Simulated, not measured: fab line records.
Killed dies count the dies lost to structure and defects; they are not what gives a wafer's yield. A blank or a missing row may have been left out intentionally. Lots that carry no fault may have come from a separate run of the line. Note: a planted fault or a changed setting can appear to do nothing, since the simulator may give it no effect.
Which tool was responsible? + flow n5Finfet + Sampling: 24 lots, 72 wafers, 3 of 1938 route steps

## WHAT EACH GAUGE READ, for each wafer
N5_BEOL_M15_CD_MEAS_17: target cd 360 nm. Usual: 361.3 nm for cdNm, sd 1.4.
| lot  | measured     | on       | cdNm (nm)         | flag |
|------|--------------|----------|-------------------|------|
| L074 | day 11 15:08 | cdSem-01 | 360.0 359.4 362.2 |      |
| L075 | day 11 19:47 | cdSem-01 | 358.3 359.5 357.9 |      |
| L077 | day 12 10:05 | cdSem-02 | 360.7 357.2 362.4 |      |
| L076 | day 12 12:21 | cdSem-01 | 361.7 358.7 360.3 |      |
| L078 | day 12 13:52 | cdSem-02 | 360.9 363.2 361.4 |      |
| L079 | day 12 19:22 | cdSem-03 | 362.4 360.6 364.4 |      |
| L080 | day 12 23:30 | cdSem-01 | 359.8 359.4 360.0 |      |
| L081 | day 13 00:02 | cdSem-01 | 360.9 361.3 361.0 |      |
| L083 | day 13 04:53 | cdSem-01 | 363.8 361.9 363.1 |      |
| L082 | day 13 11:03 | cdSem-01 | 360.6 361.5 361.2 |      |
| L084 | day 13 23:23 | cdSem-03 | 363.8 360.7 363.4 |      |
| L085 | day 14 05:13 | cdSem-03 | 362.9 361.1 364.4 |      |
| L086 | day 14 09:20 | cdSem-01 | 361.2 359.4 362.0 |      |
| L087 | day 14 13:56 | cdSem-03 | 362.3 359.8 362.1 |      |
| L089 | day 15 00:03 | cdSem-02 | 360.4 362.2 360.3 |      |
| L090 | day 15 03:19 | cdSem-02 | 360.8 362.3 361.8 |      |
| L088 | day 15 07:55 | cdSem-01 | 360.0 361.8 360.2 |      |
| L093 | day 15 15:54 | cdSem-02 | 361.7 361.7 360.0 |      |
| L091 | day 16 01:19 | cdSem-01 | 363.4 363.7 361.9 |      |
| L094 | day 16 09:11 | cdSem-03 | 360.7 362.2 362.1 |      |
| L092 | day 16 09:28 | cdSem-02 | 360.8 361.6 360.6 |      |
| L095 | day 16 10:32 | cdSem-02 | 360.9 360.2 359.9 |      |
| L096 | day 17 00:49 | cdSem-03 | 360.3 359.5 360.2 |      |
| L097 | day 17 15:29 | cdSem-03 | 361.7 361.7 361.1 |      |

## WHAT TOOL EACH LOT RAN ON (gives the tool, then ch and the chambers of the sampled wafers, and finally the start)
| lot  | N5_BEOL_M14_ETCH_68               | N5_BEOL_M14_SPUTTER_43      |
|------|-----------------------------------|-----------------------------|
| L074 | rieDiel-06 ch 2,3, day 11 11:08   | pvdSputter-01, day 11 12:35 |
| L075 | rieDiel-05 ch 0,1,3, day 11 11:53 | pvdSputter-01, day 11 15:16 |
| L077 | rieDiel-06 ch 0,2, day 12 04:14   | pvdSputter-02, day 12 07:34 |
| L076 | rieDiel-05 ch 1,2,3, day 12 04:44 | pvdSputter-01, day 12 08:08 |
| L078 | rieDiel-06 ch 0,1, day 12 05:55   | pvdSputter-03, day 12 09:13 |
| L079 | rieDiel-06 ch 1,3, day 12 14:39   | pvdSputter-01, day 12 15:52 |
| L080 | rieDiel-01 ch 2,3, day 12 19:06   | pvdSputter-02, day 12 21:03 |
| L081 | rieDiel-06 ch 1,2,3, day 12 20:46 | pvdSputter-02, day 12 21:37 |
| L083 | rieDiel-01 ch 0,1,2, day 13 00:38 | pvdSputter-03, day 13 02:20 |
| L082 | rieDiel-01 ch 1,2,3, day 13 03:48 | pvdSputter-03, day 13 08:40 |
| L084 | rieDiel-01 ch 0,1,2, day 13 18:35 | pvdSputter-01, day 13 21:00 |
| L085 | rieDiel-01 ch 1,2, day 14 00:49   | pvdSputter-02, day 14 02:41 |
| L086 | rieDiel-01 ch 2,3, day 14 02:53   | pvdSputter-03, day 14 06:32 |
| L087 | rieDiel-05 ch 0,2, day 14 06:41   | pvdSputter-01, day 14 11:04 |
| L089 | rieDiel-05 ch 1,2,3, day 14 19:00 | pvdSputter-02, day 14 20:38 |
| L090 | rieDiel-05 ch 1,2,3, day 14 23:21 | pvdSputter-02, day 15 00:41 |
| L088 | rieDiel-06 ch 0,3, day 15 04:28   | pvdSputter-02, day 15 05:24 |
| L093 | rieDiel-06 ch 0,1,3, day 15 10:20 | pvdSputter-01, day 15 13:23 |
| L091 | rieDiel-06 ch 2,3, day 15 20:05   | pvdSputter-03, day 15 22:56 |
| L094 | rieDiel-05 ch 1,2, day 16 02:23   | pvdSputter-01, day 16 06:48 |
| L092 | rieDiel-05 ch 0,1,2, day 16 03:03 | pvdSputter-03, day 16 06:51 |
| L095 | rieDiel-01 ch 0,1,3, day 16 06:46 | pvdSputter-02, day 16 07:41 |
| L096 | rieDiel-01 ch 0,1,3, day 16 20:26 | pvdSputter-02, day 16 22:01 |
| L097 | rieDiel-01 ch 1,3, day 17 11:42   | pvdSputter-01, day 17 13:06 |
- N5_BEOL_M14_ETCH_68: etches SOC in N2/H2, time 450 s.
- N5_BEOL_M14_SPUTTER_43: material TaN, target thk 15 nm, time 24.19 s.

## AS READ BY THE TOOLS THEMSELVES (means over the sampled wafers that have a number; for cases with no such wafer, the mark the record gives instead)
N5_BEOL_M14_ETCH_68. Usual: drypumpMotorCurrentA 5.6 A, standard deviation 0.44; oesProductAu 0.82 a.u., standard deviation 0.074; rfVppV 523.7 V, standard deviation 2.5; showerheadPlenumPTorr 2.53 Torr, standard deviation 0.093; throttleValvePct 17.74 %, standard deviation 0.18.
| lot  | tool       | drypumpMotorCurrentA (A) | oesProductAu (a.u.) | rfVppV (V) | showerheadPlenumPTorr (Torr) | throttleValvePct (%) | flag |
|------|------------|--------------------------|---------------------|------------|------------------------------|----------------------|------|
| L074 | rieDiel-06 | 5.7                      | 0.87                | 524.9      | 2.57                         | 17.82                |      |
| L075 | rieDiel-05 | 5.5                      | 0.85                | 525.4      | 2.58                         | 17.50                |      |
| L077 | rieDiel-06 | 5.5                      | 0.73                | 524.6      | 2.56                         | 17.94                |      |
| L076 | rieDiel-05 | 5.6                      | 0.84                | 524.4      | 2.57                         | 17.66                |      |
| L078 | rieDiel-06 | 5.8                      | 0.82                | 528.0      | 2.68                         | 17.89                |      |
| L079 | rieDiel-06 | 5.9                      | 0.88                | 525.4      | 2.63                         | 17.80                |      |
| L080 | rieDiel-01 | 5.3                      | 0.76                | 521.1      | 2.44                         | 17.63                |      |
| L081 | rieDiel-06 | 5.9                      | 0.80                | 525.5      | 2.59                         | 17.90                |      |
| L083 | rieDiel-01 | 5.7                      | 0.89                | 522.1      | 2.48                         | 17.70                |      |
| L082 | rieDiel-01 | 5.4                      | 0.83                | 521.8      | 2.45                         | 17.61                |      |
| L084 | rieDiel-01 | 5.7                      | 0.88                | 520.6      | 2.47                         | 17.72                |      |
| L085 | rieDiel-01 | 5.4                      | 0.81                | 520.8      | 2.45                         | 17.69                |      |
| L086 | rieDiel-01 | 5.3                      | 0.74                | 521.3      | 2.43                         | 17.72                |      |
| L087 | rieDiel-05 | 5.6                      | 0.81                | 521.3      | 2.45                         | 17.87                |      |
| L089 | rieDiel-05 | 5.6                      | 0.82                | 524.6      | 2.56                         | 17.70                |      |
| L090 | rieDiel-05 | 5.6                      | 0.82                | 525.0      | 2.56                         | 17.71                |      |
| L088 | rieDiel-06 | 5.4                      | 0.84                | 525.4      | 2.61                         | 17.82                |      |
| L093 | rieDiel-06 | 5.6                      | 0.80                | 526.3      | 2.64                         | 17.89                |      |
| L091 | rieDiel-06 | 5.7                      | 0.88                | 524.1      | 2.55                         | 17.75                |      |
| L094 | rieDiel-05 | 5.8                      | 0.80                | 522.1      | 2.48                         | 17.88                |      |
| L092 | rieDiel-05 | 5.7                      | 0.79                | 522.2      | 2.48                         | 17.73                |      |
| L095 | rieDiel-01 | 5.8                      | 0.85                | 521.8      | 2.47                         | 17.68                |      |
| L096 | rieDiel-01 | 5.7                      | 0.84                | 522.1      | 2.47                         | 17.69                |      |
| L097 | rieDiel-01 | 5.4                      | 0.79                | 521.0      | 2.45                         | 17.60                |      |

N5_BEOL_M14_SPUTTER_43. Usual: 29.9 % for throttleValvePct, sd 0.79.
| lot  | tool          | throttleValvePct (%) | flag |
|------|---------------|----------------------|------|
| L074 | pvdSputter-01 | 29.9                 |      |
| L075 | pvdSputter-01 | 30.0                 |      |
| L077 | pvdSputter-02 | 30.5                 |      |
| L076 | pvdSputter-01 | 30.2                 |      |
| L078 | pvdSputter-03 | 29.3                 |      |
| L079 | pvdSputter-01 | 30.3                 |      |
| L080 | pvdSputter-02 | 29.9                 |      |
| L081 | pvdSputter-02 | 30.2                 |      |
| L083 | pvdSputter-03 | 29.7                 |      |
| L082 | pvdSputter-03 | 29.3                 |      |
| L084 | pvdSputter-01 | 30.0                 |      |
| L085 | pvdSputter-02 | 29.2                 |      |
| L086 | pvdSputter-03 | 29.6                 |      |
| L087 | pvdSputter-01 | 30.3                 |      |
| L089 | pvdSputter-02 | 29.6                 |      |
| L090 | pvdSputter-02 | 30.0                 |      |
| L088 | pvdSputter-02 | 29.6                 |      |
| L093 | pvdSputter-01 | 30.3                 |      |
| L091 | pvdSputter-03 | 29.6                 |      |
| L094 | pvdSputter-01 | 29.8                 |      |
| L092 | pvdSputter-03 | 29.7                 |      |
| L095 | pvdSputter-02 | 30.5                 |      |
| L096 | pvdSputter-02 | 30.1                 |      |
| L097 | pvdSputter-01 | 29.5                 |      |

## THE ANSWER, worked out from the rows above alone
Rule: a lot is off if the mean of its wafers that have a number lies more than 3 standard deviations from the usual mean. Also off: a lot with no number at a reading for which 4 or more lots have one. Any other lot the step has rows for is counted as sound. The gauges are gone through in route order, then the tools' own readings, and for those a lot's mean is taken as printed above. At the first step where some lot is off, the reading lying furthest off is the one used; lots without a number count as furthest.
None of the lots is off at any reading shown; this tells nothing.

## WHAT WAS PUT IN BY THE SIMULATOR
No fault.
